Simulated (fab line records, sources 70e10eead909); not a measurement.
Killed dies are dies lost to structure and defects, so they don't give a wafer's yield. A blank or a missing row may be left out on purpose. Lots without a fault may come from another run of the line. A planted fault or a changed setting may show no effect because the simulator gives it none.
fab line records | flow nand_harc
record lots=11 wafers=32 last_day=34
route steps=1302 shown A_CONTACT@1092 A_BLC@1117 END@1302
lots that met no fault: from a run of the same line without faults
start_h: hours from the record's first day to the start of the lot's first wafer shown | wait_h: hours since the lot's step before | " the same as in the row above | L1.1+2: a row that stands for several wafers | - no value, or no start given | * or withheld: withheld | < > ~ a bound
route shown NAME@n: a module of which the file shows steps, and the number in the route of the first | usual: mean/standard deviation of fault-free wafers | same: alike in all rows | chamber/n: place in a boat | sites: the reading at each site | _std_site: their standard deviation | _edge_site: outer sites' mean less inner sites' | radius_mm: how far each site lies from the wafer's centre | mask NAME#n: copy n | behind: the tool/chamber that last shaped the wafer | hold: why the lot was held/for how many hours/how that ended | device: the transistor (n, p or np) that didn't switch | end of line: the same wafers' tests at the end of the route | a step without rows: its recipe alone | killed: dies lost to structure and defects at the first sort, not the wafer's yield | map: a wafer's dies, x killed, . not, _ none there
set.NAME: the setting as run; set.NAME@STEP: as run at that earlier step | model.NAME: the simulator's own value behind a step, which no gauge read
steps of the route over a sample of lots; a table a step, a row a wafer
services: from which hour (start_h, from the record's first day; less than 0 if before it) a tool's chamber was out of use, for how many hours, and why
## steps
# step NHARC_A_CONTACT_ETCH_92
# recipe target_depth_a=400 over_etch_frac=0.5 time_s=85.7 ion_energy_ev=120 ch3f_flow_sccm=50 o2_flow_sccm=30 ar_flow_sccm=200 rf_w=500 bias_w=100 chemistry=CH3F/O2
# usual drypump_motor_current_A=5.8/0.45 oes_product_au=0.93/0.031 rf_fwd_power_W=496.2/1.8 rf_vpp_V=244.5/1.8 run_length_s=107.2/0.53 showerhead_plenum_p_Torr=2.47/0.12 throttle_valve_pct=20.663/0.0086
# same over_etch_frac=0.5
# columns lot.wafer tool chamber start_h wait_h drypump_motor_current_A oes_product_au rf_fwd_power_W rf_hours_counter_h rf_vpp_V run_length_s showerhead_plenum_p_Torr throttle_valve_pct
L402.3 rie_diel-05 0 531.54 0.4 6.0 0.95 497.4 21 242.6 106.4 2.28 20.649
L402.2 " 1 " " 6.2 0.92 495.0 21 246.1 107.5 2.57 20.660
L402.5 " 0 " " 6.0 0.93 498.4 - 241.6 106.8 2.28 20.670
L403.3 rie_diel-12 3 556.06 0.4 5.7 0.92 495.6 36 243.7 107.2 2.51 20.664
L403.4 " 1 " " 6.5 0.99 498.0 32 242.9 106.8 2.41 20.650
L403.5 " 3 " " 5.7 0.92 497.6 - 243.7 107.5 2.51 20.670
L404.4 rie_diel-02 2 581.05 0.5 6.5 0.99 496.9 0 242.6 107.2 2.39 20.659
L404.5 " 0 " " 5.8 1.00 498.3 - 245.9 106.5 2.61 20.659
L404.6 " 1 " " 5.0 1.00 495.9 - 247.2 107.9 2.64 20.652
L406.3 rie_diel-05 1 601.06 0.4 6.2 0.98 495.6 3 244.8 107.7 2.56 20.670
L406.4 " 0 " " 6.0 0.97 497.3 3 242.6 106.8 2.28 20.668
L406.6 " 1 " " 6.2 0.98 496.5 - 244.2 107.5 2.56 20.658
L413.3 rie_diel-05 0 638.15 0.5 6.0 0.97 497.3 8 242.4 106.4 2.28 20.676
L413.4 " 1 " " 6.2 0.92 496.0 9 246.0 107.3 2.56 20.664
L414.2 rie_diel-12 0 666.99 0.5 4.9 1.01 494.0 7 248.2 106.3 2.66 20.664
L414.3 " 1 " " 6.5 0.99 495.2 8 243.4 107.1 2.40 20.667
L414.5 " 1 " " 6.5 1.00 496.2 - 244.8 107.3 2.40 20.658
L419.3 rie_diel-02 0 707.50 0.4 5.8 0.93 495.7 41 245.1 107.2 2.60 20.662
L419.4 " 3 " " 5.9 0.92 496.3 44 243.4 106.4 2.34 20.652
L419.5 " 0 " " 5.8 0.93 495.6 - 246.1 107.1 2.60 20.677
L420.2 rie_diel-05 0 714.28 0.5 6.0 0.91 497.6 23 242.3 106.6 2.27 20.666
L420.3 " 1 " " 6.2 0.91 496.2 24 245.7 107.7 2.55 20.679
L420.4 " 2 " " 5.8 0.93 500.5 22 243.6 107.5 2.38 20.673
L422.1 rie_diel-02 0 714.57 0.6 5.8 0.93 498.2 43 246.2 106.5 2.60 20.675
L422.3 " 3 " " 5.9 0.91 496.7 46 244.9 106.8 2.34 20.669
L422.6 " 1 " " 5.0 0.92 497.8 - 247.1 107.6 2.62 20.666
L421.4 rie_diel-05 2 720.10 0.5 5.8 0.94 494.5 22 244.3 108.1 2.38 20.659
L421.5 " 0 " " 6.0 0.91 494.7 - 242.0 107.0 2.27 20.681
L421.6 " 1 " " 6.2 0.92 494.1 - 245.9 107.4 2.55 20.648
L423.3 rie_diel-05 2 755.40 0.4 5.8 0.93 497.0 28 242.6 108.0 2.38 20.653
L423.4 " 3 " " 5.7 0.91 495.9 26 244.8 107.6 2.49 20.665
L423.5 " 2 " " 5.8 0.92 494.3 - 244.1 107.9 2.38 20.673
# step NHARC_A_CONTACT_ETCH_98
# recipe target_depth_a=200 over_etch_frac=0.5 time_s=10 ion_energy_ev=250 c4f6_flow_sccm=25 o2_flow_sccm=20 ar_flow_sccm=500 rf_w=600 bias_w=500 chemistry=C4F6/O2
# usual drypump_motor_current_A=5.9/0.43 oes_product_au=0.953/0.026 rf_fwd_power_W=586.1/2.3 rf_vpp_V=547/3.6 run_length_s=31.1/0.39 showerhead_plenum_p_Torr=3.93/0.18 throttle_valve_pct=26.903/0.011
# same over_etch_frac=0.5
# columns lot.wafer tool chamber start_h wait_h drypump_motor_current_A oes_product_au rf_fwd_power_W rf_hours_counter_h rf_vpp_V run_length_s showerhead_plenum_p_Torr throttle_valve_pct
L402.3 rie_diel-05 3 - - 5.7 0.939 587.7 22 548 31.6 3.99 26.914
L402.2 " 1 " " 6.2 0.941 585.7 21 550 31.5 4.09 26.903
L402.5 " 3 " " 5.8 0.937 586.9 - 548 31.2 3.99 26.908
L403.4 rie_diel-12 1 - - 6.5 0.998 585.7 32 546 30.9 3.85 26.911
L403.3 " 0 " " 4.9 0.931 585.6 35 540 30.7 3.67 26.920
L403.5 " 2 " " 5.1 0.969 587.0 - 552 31.6 4.21 26.914
L404.4 rie_diel-02 2 - - 6.6 0.995 588.3 0 544 30.9 3.83 26.910
L404.6 " 3 " " 6.0 0.990 584.2 - 544 30.5 3.77 26.888
L404.5 " 0 " " 5.8 0.998 589.5 - 550 31.0 4.16 26.901
L406.3 rie_diel-05 1 - - 6.2 0.978 584.6 3 551 31.6 4.08 26.914
L406.4 " 2 " " 5.8 0.993 584.2 0 545 31.4 3.82 26.924
L406.6 " 3 " " 5.8 0.977 583.1 - 548 31.4 3.98 26.917
L413.4 rie_diel-05 3 - - 5.8 0.938 585.1 8 548 31.5 3.98 26.892
L413.3 " 0 " " 6.0 0.977 584.2 8 544 30.5 3.65 26.893
L414.2 rie_diel-12 2 - - 5.1 1.011 583.4 8 552 31.2 4.19 26.894
L414.3 " 3 " " 5.8 0.998 587.2 7 549 31.0 3.99 26.905
L414.5 " 1 " " 6.5 1.000 586.6 - 544 30.8 3.83 26.893
L419.4 rie_diel-02 1 - - 5.0 0.949 592.6 43 551 31.4 4.16 26.907
L419.3 " 2 " " 6.6 0.936 590.6 46 545 30.7 3.80 26.881
L419.5 " 1 " " 5.0 0.945 591.5 - 552 31.3 4.16 26.900
L420.4 rie_diel-05 3 - - 5.8 0.917 584.7 21 548 31.3 3.97 26.913
L420.2 " 0 " " 6.0 0.929 591.4 23 540 30.5 3.64 26.912
L420.3 " 1 " " 6.2 0.916 584.7 24 550 31.6 4.07 26.906
L422.3 rie_diel-02 2 - - 6.6 0.952 586.2 49 543 31.0 3.80 26.922
L422.1 " 1 " " 5.0 0.960 587.2 45 553 31.0 4.16 26.896
L422.6 " 2 " " 6.6 0.946 587.8 - 546 31.3 3.80 26.911
L421.4 rie_diel-05 1 - - 6.2 0.933 584.1 25 551 31.5 4.07 26.890
L421.5 " 2 " " 5.9 0.963 584.0 - 544 31.6 3.81 26.915
L421.6 " 3 " " 5.8 0.934 583.9 - 547 31.2 3.97 26.905
L423.3 rie_diel-05 1 - - 6.2 0.926 582.5 31 549 31.2 4.06 26.915
L423.4 " 0 " " 6.0 0.929 586.8 28 540 30.5 3.64 26.905
L423.5 " 1 " " 6.2 0.928 582.8 - 550 31.4 4.06 26.923
# step NHARC_A_BLC_CD_MEAS_10
# recipe target_cd_nm=100 landing_energy_ev=500
# usual cd_nm=100.1/0.66
# same landing_energy_ev=500
# columns lot.wafer tool chamber start_h wait_h cd_nm
L402.2 cd_sem-03 0 534.58 - 100.3
L402.3 " 0 " " 100.8
L402.5 " 0 " " 100.1
L403.3 cd_sem-03 0 559.08 - 99.6
L403.4 " 0 " " 100.6
L403.5 " 0 " " 99.2
L404.4 cd_sem-03 0 584.22 - 99.9
L404.5 " 0 " " 100.6
L404.6 " 0 " " 99.9
L406.3 cd_sem-02 0 604.17 - 100.3
L406.4 " 0 " " 100.5
L406.6 " 0 " " 100.7
L413.3 cd_sem-02 0 641.21 - 100.6
L413.4 " 0 " " 101.3
L414.2 cd_sem-02 0 670.16 - 99.9
L414.3 " 0 " " 100.9
L414.5 " 0 " " 99.1
L419.3 cd_sem-03 0 710.83 - 99.7
L419.4 " 0 " " 98.8
L419.5 " 0 " " 99.0
L422.1 cd_sem-03 0 717.62 - 100.0
L422.3 " 0 " " 100.5
L422.6 " 0 " " 99.8
L420.2 cd_sem-02 0 717.92 - 99.7
L420.3 " 0 " " 99.6
L420.4 " 0 " " 99.6
L421.4 cd_sem-03 0 723.31 - 100.6
L421.5 " 0 " " 101.0
L421.6 " 0 " " 99.7
L423.3 cd_sem-02 0 758.65 - 99.5
L423.4 " 0 " " 100.3
L423.5 " 0 " " 100.4
# step NHARC_A_BLC_ETCH_16
# recipe target_depth_a=390 over_etch_frac=0.3 time_s=65 ion_energy_ev=80 cf4_flow_sccm=150 ar_flow_sccm=0 rf_w=300 bias_w=100 chemistry=CF4
# usual drypump_motor_current_A=5.7/0.53 oes_product_au=1.001/0.0079 rf_fwd_power_W=297.7/1 rf_vpp_V=151.2/1.2 run_length_s=86.3/0.58 showerhead_plenum_p_Torr=1.76/0.065 throttle_valve_pct=13.283/0.0094
# same over_etch_frac=0.3
# columns lot.wafer tool chamber start_h wait_h drypump_motor_current_A oes_product_au rf_fwd_power_W rf_hours_counter_h rf_vpp_V run_length_s showerhead_plenum_p_Torr throttle_valve_pct
L402.3 rie_diel-07 2 534.86 0.1 5.5 1.000 296.5 5 150.8 86.2 1.71 13.291
L402.2 " 3 " " 6.5 0.995 296.7 4 153.4 86.6 1.88 13.302
L402.5 " 0 " " 5.9 1.005 296.8 - 150.7 86.4 1.70 13.284
L403.4 rie_diel-04 0 559.35 0.1 4.9 1.007 296.8 1 151.5 87.1 1.82 13.283
L403.3 " 2 " " 5.5 0.997 298.1 1 151.8 86.3 1.75 13.273
L403.5 " 0 " " 4.9 1.017 297.1 - 152.7 86.9 1.82 13.295
L404.4 rie_diel-04 0 584.48 0.1 4.9 1.008 297.9 2 151.2 86.8 1.82 13.290
L404.5 " 3 " " 6.5 1.009 298.4 - 151.0 85.4 1.70 13.284
L404.6 " 0 " " 4.9 1.006 297.2 - 150.6 87.0 1.82 13.258
L406.4 rie_diel-04 0 604.44 0.1 4.9 1.007 - 4 152.6 70.4 1.82 13.287
L406.3 " 1 " " 5.7 1.005 297.3 4 153.4 85.3 1.82 13.281
L406.6 " 1 " " 5.7 1.004 297.0 - 152.2 85.4 1.82 13.282
L413.3 rie_diel-04 0 641.48 0.1 4.9 1.010 298.0 7 150.0 87.2 1.82 13.299
L413.4 " 2 " " 5.5 1.001 - 6 151.3 69.6 1.75 13.278
L414.3 rie_diel-07 2 670.43 0.1 5.6 0.997 297.3 1 150.9 86.7 1.71 13.288
L414.2 " 0 " " 6.0 1.006 295.5 1 151.9 86.4 1.70 13.290
L414.5 " 2 " " 5.6 0.999 297.3 - 151.8 86.4 1.71 13.280
L419.3 rie_diel-13 3 711.10 0.1 5.4 0.990 294.2 1 151.0 86.1 1.81 13.279
L419.4 " 0 " " 6.3 1.000 298.0 1 151.2 86.9 1.73 13.282
L419.5 " 2 " " 5.3 1.006 296.7 - 148.6 85.8 1.66 13.278
L422.1 rie_diel-07 1 717.89 0.1 5.3 1.010 298.2 5 149.9 86.6 1.69 13.266
L422.3 " 2 " " 5.6 1.000 298.7 5 150.9 86.5 1.71 13.292
L422.6 " 0 " " 6.0 1.011 297.8 - 152.5 85.7 1.70 13.298
L420.4 rie_diel-04 1 718.19 0.1 5.7 0.994 297.7 0 151.9 85.7 1.82 13.281
L420.2 " 2 " " 5.5 0.992 297.5 0 150.1 86.2 1.75 13.279
L420.3 " 3 " " 6.5 1.007 297.6 0 150.1 86.3 1.70 13.283
L421.4 rie_diel-07 3 723.59 0.1 6.5 1.000 298.3 5 154.9 86.8 1.87 13.285
L421.6 " 1 " " 5.3 1.007 299.2 - 150.9 86.6 1.69 13.269
L421.5 " 2 " " 5.5 0.990 299.5 - 149.2 86.3 1.71 13.282
L423.4 rie_diel-04 1 758.92 0.1 5.7 1.007 297.3 2 152.0 85.4 1.81 13.300
L423.3 " 2 " " 5.5 1.012 298.0 2 150.7 86.1 1.75 13.263
L423.5 " 3 " " 6.5 1.013 296.0 - 151.3 85.6 1.70 13.286
# step NHARC_END_SORT_01
# recipe temp_c=25
# usual killed_at_array=53/18 killed_at_other=1.0/1.2 killed_at_periphery=3.6/2.4 killed_dies=58/18 killed_open=3.4/1.8 killed_short=2.3/1.5
# same gross_dies=677
# columns lot.wafer tool chamber start_h wait_h killed_at_array killed_at_other killed_at_periphery killed_dies killed_open killed_short
L406.3 prober-01 0 645.46 3.1 72 0 5 77 4 1
L406.4 prober-01 0 646.26 3.4 109 0 1 110 2 1
L406.6 prober-01 0 647.86 4.0 65 0 2 67 4 1
L413.3 prober-02 0 685.36 3.1 66 3 3 72 1 4
L413.4 prober-02 0 686.15 3.4 83 1 0 84 5 2
# killed by level:class
L406.3 A_CHANNEL_HOLE_D1:chamber_film_flake=29 A_SLIT:chamber_film_flake=22 A_CHANNEL_HOLE_D2:chamber_film_flake=9 A_CONTACT:chamber_film_flake=5 P_ZERO_WELL:chamber_film_flake=3 A_ONON_D1:geometric_particle:open=2 A_STAIRCASE:chamber_film_flake=2 P_M0:geometric_particle:open=1
L406.4 A_BLC:area_etch=48 A_CHANNEL_HOLE_D1:chamber_film_flake=27 A_SLIT:chamber_film_flake=15 A_CHANNEL_HOLE_D2:chamber_film_flake=7 A_STAIRCASE:chamber_film_flake=3 A_CHANNEL_FILL_D1:chamber_film_flake=3 A_CONTACT:chamber_film_flake=3 A_CHANNEL_HOLE_D2:geometric_particle:open=1
L406.6 A_CHANNEL_HOLE_D1:chamber_film_flake=28 A_SLIT:chamber_film_flake=20 A_CHANNEL_HOLE_D2:chamber_film_flake=5 A_CONTACT:chamber_film_flake=5 A_M0:geometric_particle:open=3 P_GATE:geometric_particle:open=1 A_ONON_D1:geometric_particle:short=1 P_CONTACT:chamber_film_flake=1
L413.3 A_CHANNEL_HOLE_D1:chamber_film_flake=30 A_CHANNEL_HOLE_D2:chamber_film_flake=12 A_WL_FILL:chamber_film_flake=7 A_CONTACT:chamber_film_flake=6 A_SLIT:chamber_film_flake=3 THIN_TSV:chamber_film_flake=3 A_STAIRCASE:chamber_film_flake=2 P_CONTACT:geometric_particle:open=1
L413.4 A_CHANNEL_HOLE_D1:chamber_film_flake=34 A_BLC:area_etch=25 A_CONTACT:chamber_film_flake=6 A_CHANNEL_HOLE_D2:chamber_film_flake=5 A_SLIT:chamber_film_flake=3 A_CHANNEL_FILL_D2:chamber_film_flake=2 A_ONON_D1:geometric_particle:open=1 A_CHANNEL_FILL_D1:geometric_particle:short=1
## services
# columns tool chamber start_h hours kind
rie_diel-05 0 513.63 - clean
rie_diel-05 1 513.63 - clean
rie_diel-05 2 513.63 - clean
rie_diel-05 3 513.63 - clean
rie_diel-13 - 521.79 9.0 pm
rie_diel-04 - 531.91 9.0 pm
rie_diel-05 0 538.13 - clean
rie_diel-05 1 538.13 - clean
rie_diel-02 2 547.77 7.8 repair
rie_diel-07 2 581.58 6.3 repair
rie_diel-05 - 583.60 9.0 pm
rie_diel-12 - 625.42 9.0 pm
rie_diel-02 3 640.50 3.0 repair
rie_diel-07 - 648.33 9.0 pm
rie_diel-12 1 689.66 4.9 repair
rie_diel-13 - 698.90 9.0 pm
rie_diel-04 - 708.91 9.0 pm
rie_diel-12 0 711.27 4.4 repair
rie_diel-05 0 720.99 14.9 repair
rie_diel-05 3 725.65 6.0 repair
rie_diel-07 - 745.69 0.3 repair
rie_diel-12 3 747.75 8.6 repair
rie_diel-02 - 748.48 9.0 pm
rie_diel-13 2 754.59 4.8 repair
## key
first_sign step=NHARC_A_BLC_ETCH_16 reading=run_length_s direction=down sigmas=28 usual=* struck=*
more_kills_born_at NHARC_A_BLC_ETCH_16@rie_diel-04=73
met_at NHARC_A_BLC_ETCH_16
struck_lots L406,L413
struck_wafers L406.4,L413.4
tester_left_out L406,L413
not_acting_at NHARC_A_CONTACT_ETCH_92,NHARC_A_CONTACT_ETCH_98,NHARC_A_BLC_CD_MEAS_10
onset_between 584.48 604.44
fault kind=process_parameter_drift tool=rie_diel-04 chamber=- onset_h=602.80 steps=NHARC_A_BLC_ETCH_16 channel=time_s offset=* shape=step end_h=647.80 scope=struck_wafers_only acts_in=* stated=*
# tester_left_out: of these lots the tester's yield and bins aren't shown, on N5 and GAA mostly nor the transistor test; their killed dies are dies lost to structure and defects alone, not to doping, threshold or leakage, so they don't give the yield
